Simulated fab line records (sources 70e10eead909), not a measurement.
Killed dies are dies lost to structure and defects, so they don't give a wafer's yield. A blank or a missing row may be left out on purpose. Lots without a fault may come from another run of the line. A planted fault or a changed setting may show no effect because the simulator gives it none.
Chamber matching + flow nand harc + NHARC_A_DECK1_JOINT_CMP_13 on cmp-01: 4 sister chambers
The step polishes, target thk 51.023 nm. 8 wafers are shown with their chamber, then 11 later ones without.

EACH WAFER AND ITS CHAMBER
| wafer  | chamber | time to endpoint s (s) | motor current A (A) |
|--------|---------|------------------------|---------------------|
| L085.6 | 2       | 7.3                    | 11.6                |
| L086.3 | 1       | 10.2                   | 12.6                |
| L086.4 | 0       | 5.1                    | 11.5                |
| L086.6 | 3       | 10.2                   | 11.9                |
| L089.1 | 1       | 12.2                   | 12.2                |
| L089.3 | 3       | 7.1                    | 11.8                |
| L089.4 | 0       | 5.9                    | 11.3                |
| L090.1 | 2       | 8.4                    | 12.4                |

WAFERS MISSING THEIR CHAMBER
| wafer  | time to endpoint s (s) | motor current A (A) |
|--------|------------------------|---------------------|
| L090.3 | 13.4                   | 12.5                |
| L090.4 | 9.7                    | 11.8                |
| L091.3 | 12.6                   | 12.3                |
| L091.5 | 11.2                   | 11.9                |
| L091.6 | 8.8                    | 11.7                |
| L092.1 | 10.1                   | 12.2                |
| L092.2 | 8.9                    | 11.8                |
| L092.5 | 7.7                    | 11.1                |
| L097.1 | 11.0                   | 12.0                |
| L097.3 | 4.7                    | 11.5                |
| L097.6 | 11.1                   | 12.3                |

WHICH CHAMBER EACH WENT THROUGH
| wafer  | from the rows above          | in truth |
|--------|------------------------------|----------|
| L090.3 | 1                            | 1        |
| L090.4 | can't be placed: 3 or 2 or 1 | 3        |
| L091.3 | 1                            | 1        |
| L091.5 | can't be placed: 1 or 3 or 2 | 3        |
| L091.6 | can't be placed: 3 or 2      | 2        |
| L092.1 | can't be placed: 1 or 3 or 2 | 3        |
| L092.2 | can't be placed: 3 or 2      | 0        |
| L092.5 | can't be placed: 0 or 3 or 2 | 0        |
| L097.1 | can't be placed: 1 or 3 or 2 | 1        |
| L097.3 | 0                            | 0        |
| L097.6 | can't be placed: 1 or 3      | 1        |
3 of 11 placed correctly. Can't be placed from these rows: 8 (the true chamber is among the candidates in 7). 0 placed wrongly.
How it was worked out, from the rows above alone: a wafer's distance from a chamber is the root of the sum, over the readings, of the square of ((its reading less the chamber's mean) divided by the reading's scatter). If the next closest chamber is less than 2 further off than the closest, the wafer can't be placed; otherwise it belongs to the closest. For every chamber, the mean is computed from those of its wafers that are shown. How the scatter is found: for the shown wafers, subtract from each reading the mean of its chamber, square and add these, divide the total by (wafers less chambers), then take the root.
